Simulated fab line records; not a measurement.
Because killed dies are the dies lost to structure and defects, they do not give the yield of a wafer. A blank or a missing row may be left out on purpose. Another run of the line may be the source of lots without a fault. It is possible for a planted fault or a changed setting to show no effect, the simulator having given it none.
Which of the tools did it? || flow n5_finfet || 36 wafers sampled from 12 lots at 1 step of a route of 1938

WHAT THE GAUGES READ, wafer by wafer
N5_BEOL_M13_INSPECT_30: inspects for defects (macro).
{"lot": "L075", "measured": "day 11 03:05", "on": "defect_inspect-02", "raw_defect_count": "1 2 2"}
{"lot": "L078", "measured": "day 11 14:41", "on": "defect_inspect-01", "raw_defect_count": "3 0 1"}
{"lot": "L080", "measured": "day 12 10:15", "on": "defect_inspect-01", "raw_defect_count": "2 1 3"}
{"lot": "L081", "measured": "day 12 23:47", "on": "defect_inspect-01", "raw_defect_count": "2 4 1"}
{"lot": "L084", "measured": "day 13 23:23", "on": "defect_inspect-01", "raw_defect_count": "2 2 4"}
{"lot": "L085", "measured": "day 14 05:10", "on": "defect_inspect-01", "raw_defect_count": "2 1 2"}
{"lot": "L089", "measured": "day 14 14:34", "on": "defect_inspect-01", "raw_defect_count": "6 5 2"}
{"lot": "L090", "measured": "day 14 22:41", "on": "defect_inspect-02", "raw_defect_count": "0 1 0"}
{"lot": "L092", "measured": "day 15 13:25", "on": "defect_inspect-02", "raw_defect_count": "1 6 3"}
{"lot": "L094", "measured": "day 16 18:54", "on": "defect_inspect-01", "raw_defect_count": "1 1 2"}
{"lot": "L095", "measured": "day 17 03:09", "on": "defect_inspect-01", "raw_defect_count": "1 5 4"}
{"lot": "L096", "measured": "day 18 11:20", "on": "defect_inspect-02", "raw_defect_count": "3 1 0"}

TOOL THAT RAN EACH LOT (tool first, then ch and the chambers of the sampled wafers, then the start)
The record holds no process step before these readings.

THE ANSWER, worked out from the rows above alone
Rule: usual is defined by the lots themselves. The widest of any qualifying gaps counts: lots, ordered by their means at a reading, are off when they make up no more than a third of the lots, leave a main group of 4 or more, and stand apart from it by 3 or more times the standard deviation of that group's means. If all means in a main group match to the digits the tables above print for the reading, that group is not used. Also off: a lot with no number at a reading for which 4 or more lots have one. All remaining lots with rows at the step are treated as sound.
Nothing can be told from this: no lot is off at any reading shown.

WHAT THE SIMULATOR HAD PUT IN
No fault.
